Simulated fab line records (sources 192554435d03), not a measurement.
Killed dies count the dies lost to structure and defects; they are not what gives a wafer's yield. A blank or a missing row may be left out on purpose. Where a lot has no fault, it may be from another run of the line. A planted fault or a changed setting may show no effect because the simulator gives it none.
What tool caused it? -- flow n5 finfet -- 37 wafers from 13 lots sampled at 5 of the route's 1938 steps

## WHAT THE GAUGES READ, wafer by wafer
Not one reading of a measure or inspect step in the record can be checked against a usual standard deviation.

## TOOL THAT RAN EACH LOT (tool first, then ch and the chambers of the sampled wafers, then the start)
lot,N5_BEOL_M15_DEGAS_41,N5_BEOL_M15_ANNEAL_48,N5_MIM_BOT_DEGAS_01,N5_MIM_TOP_ALD_00,N5_PASSIVATION_PROBE_49
L481,"pvd sputter-01, day 12 07:31","rtp anneal-01 ch 0, day 12 08:28","pvd sputter-01, day 12 13:02","ald hk-01 ch 1,2, day 12 13:10","prober-02, day 13 04:04"
L483,"pvd sputter-02, day 12 07:37","rtp anneal-01 ch 0, day 12 08:48","pvd sputter-01, day 12 13:09","ald hk-03 ch 0,2, day 12 13:17","prober-01, day 13 04:38"
L482,"pvd sputter-01, day 12 13:16","rtp anneal-01 ch 0, day 12 13:55","pvd sputter-03, day 12 16:33","ald hk-01 ch 0,2,3, day 12 16:42","prober-02, day 13 06:04"
L485,"pvd sputter-03, day 13 04:13","rtp anneal-02 ch 0, day 13 04:49","pvd sputter-02, day 13 07:02","ald hk-01 ch 0,1,3, day 13 07:11","prober-02, day 13 18:45"
L487,"pvd sputter-03, day 13 09:41","rtp anneal-02 ch 0, day 13 10:20","pvd sputter-02, day 13 12:32","ald hk-02 ch 0,3, day 13 12:41","prober-02, day 14 02:37"
L486,"pvd sputter-01, day 13 15:55","rtp anneal-02 ch 0, day 13 16:33","pvd sputter-02, day 13 20:05","ald hk-01 ch 1,2,3, day 13 20:13","prober-02, day 14 08:16"
L489,"pvd sputter-02, day 13 20:12","rtp anneal-02 ch 0, day 13 20:48","pvd sputter-03, day 13 22:46","ald hk-02 ch 1,2,3, day 13 22:55","prober-01, day 14 10:39"
L490,"pvd sputter-02, day 13 20:31","rtp anneal-01 ch 0, day 13 21:07","pvd sputter-03, day 13 22:59","ald hk-03 ch 0, day 13 23:07","prober-01, day 14 11:47"
L488,"pvd sputter-02, day 13 22:16","rtp anneal-02 ch 0, day 13 23:21","pvd sputter-02, day 14 02:07","ald hk-03 ch 1,2,3, day 14 02:16","prober-02, day 14 15:50"
L491,"pvd sputter-02, day 14 05:17","rtp anneal-02 ch 0, day 14 06:02","pvd sputter-03, day 14 07:50","ald hk-03 ch 1,2, day 14 07:59","prober-02, day 14 21:34"
L492,"pvd sputter-01, day 15 00:29","rtp anneal-01 ch 0, day 15 01:11","pvd sputter-03, day 15 03:52","ald hk-01 ch 0,1,2, day 15 04:00","prober-01, day 15 17:49"
L502,"pvd sputter-03, day 17 00:40","rtp anneal-02 ch 0, day 17 01:16","pvd sputter-02, day 17 03:24","ald hk-01 ch 2,3, day 17 03:32","prober-01, day 17 16:27"
L501,"pvd sputter-02, day 17 08:00","rtp anneal-02 ch 0, day 17 08:46","pvd sputter-02, day 17 12:17","ald hk-01 ch 1,2,3, day 17 12:26","prober-01, day 18 03:01"
- N5_BEOL_M15_DEGAS_41: time 60 s.
- N5_BEOL_M15_ANNEAL_48: time 90 s.
- N5_MIM_BOT_DEGAS_01: time 60 s.
- N5_MIM_TOP_ALD_00: deposits Al2O3, purge time 3 s, co reactant pulse time 3 s.
- N5_PASSIVATION_PROBE_49

## WHAT THE TOOLS THEMSELVES READ (means of the sampled wafers that have a number; where no wafer has one, the mark that the record gives instead)
N5_BEOL_M15_DEGAS_41.
lot,tool,heater power w (W),susceptor temp C (C)
L481,pvd sputter-01,408,299.88
L483,pvd sputter-02,456,300.08
L482,pvd sputter-01,476,300.01
L485,pvd sputter-03,514,300.05
L487,pvd sputter-03,479,299.94
L486,pvd sputter-01,390,299.96
L489,pvd sputter-02,462,299.93
L490,pvd sputter-02,440,299.87
L488,pvd sputter-02,443,300.18
L491,pvd sputter-02,448,299.87
L492,pvd sputter-01,407,299.87
L502,pvd sputter-03,511,299.97
L501,pvd sputter-02,444,299.81

N5_BEOL_M15_ANNEAL_48.
lot,tool,wafer_temp_C_max
L481,rtp anneal-01,226.82
L483,rtp anneal-01,226.44
L482,rtp anneal-01,226.38
L485,rtp anneal-02,226.23
L487,rtp anneal-02,226.06
L486,rtp anneal-02,226.37
L489,rtp anneal-02,235.57
L490,rtp anneal-01,226.47
L488,rtp anneal-02,235.66
L491,rtp anneal-02,235.67
L492,rtp anneal-01,226.24
L502,rtp anneal-02,226.41
L501,rtp anneal-02,226.28

N5_MIM_BOT_DEGAS_01.
lot,tool,heater power w (W),susceptor temp C (C)
L481,pvd sputter-01,393,299.81
L483,pvd sputter-01,398,299.78
L482,pvd sputter-03,489,300.21
L485,pvd sputter-02,438,299.99
L487,pvd sputter-02,467,299.97
L486,pvd sputter-02,433,300.00
L489,pvd sputter-03,496,299.95
L490,pvd sputter-03,488,299.85
L488,pvd sputter-02,448,300.02
L491,pvd sputter-03,515,300.08
L492,pvd sputter-03,487,300.19
L502,pvd sputter-02,442,299.91
L501,pvd sputter-02,431,299.86

N5_MIM_TOP_ALD_00.
lot,tool,precursor pulse height rel
L481,ald hk-01,1.004
L483,ald hk-03,0.984
L482,ald hk-01,0.998
L485,ald hk-01,1.000
L487,ald hk-02,1.000
L486,ald hk-01,0.996
L489,ald hk-02,1.019
L490,ald hk-03,0.999
L488,ald hk-03,0.995
L491,ald hk-03,0.986
L492,ald hk-01,1.022
L502,ald hk-01,0.996
L501,ald hk-01,1.010

N5_PASSIVATION_PROBE_49.
lot,tool,defect limited yield (%),killed_at_M0_to_M3,killed_at_M4_up,killed at contacts,killed at front end,killed at other,killed dies,killed open,killed short,sort_bin_4_leakage (%),sort_bin_5_function (%),sort_bin_6_memory (%),sort_bin_8_speed (%),sort n pass
L481,prober-02,90.9,32,17,15,42,1.5,107,74,30,0.00,5.7,2.9,0.00,1073
L483,prober-01,91.0,37,13,14,37,5.3,106,70,35,0.00,5.5,3.1,0.00,1074
L482,prober-02,91.1,44,9,9,38,4.7,105,72,33,0.00,5.2,3.5,0.00,1075
L485,prober-02,90.2,40,7,17,46,6.0,116,77,36,0.00,5.9,3.6,0.11,1063
L487,prober-02,88.7,47,15,15,55,1.7,134,97,35,0.00,7.1,4.0,0.00,1046
L486,prober-02,91.2,34,14,10,40,5.3,103,67,36,0.00,5.1,3.5,0.00,1077
L489,prober-01,90.8,28,12,20,46,2.7,109,74,34,0.00,5.8,3.1,0.00,1071
L490,prober-01,93.1,38,6,5,26,6.0,82,54,28,0.00,4.5,2.2,0.00,1098
L488,prober-02,92.4,38,10,11,27,3.7,90,64,25,0.00,4.5,2.8,0.00,1090
L491,prober-02,92.4,28,19,12,29,2.0,89,62,26,0.00,4.6,2.7,0.00,1091
L492,prober-01,91.2,32,13,13,39,7.0,104,71,30,0.03,5.3,3.1,0.00,1076
L502,prober-01,91.5,39,14,18,29,1.3,101,66,33,0.00,5.0,3.2,0.00,1079
L501,prober-01,91.4,26,26,14,33,2.7,102,72,29,0.00,5.4,2.8,0.00,1078

## THE ANSWER, worked out from the rows above alone
Rule: what is usual is taken from the lots themselves. The widest of any qualifying gaps counts: lots, ordered by their means at a reading, are off when they make up no more than a third of the lots, leave a main group of 4 or more, and stand apart from it by 3 or more times the standard deviation of that group's means. If all means in a main group match to the digits the tables above print for the reading, that group is not used. Also off: a lot with no number at a reading for which 4 or more lots have one. All remaining lots with rows at the step are treated as sound. After the gauges, taken in route order, come the tools' own readings; for these a lot's mean is taken, as printed above. The first step at which some lot is off is used, and at that step the reading that is off furthest; a lot without a number counts as furthest.
Off: L489, L488, L491 (N5_BEOL_M15_ANNEAL_48, wafer_temp_C_max). Main group: mean 226.37, sd 0.19.
A tool fits if, at that step or a process step before it, it ran every lot that is off, and no sound lot after the first of them. None of those tried fits.

## WHAT THE SIMULATOR HAD PUT IN
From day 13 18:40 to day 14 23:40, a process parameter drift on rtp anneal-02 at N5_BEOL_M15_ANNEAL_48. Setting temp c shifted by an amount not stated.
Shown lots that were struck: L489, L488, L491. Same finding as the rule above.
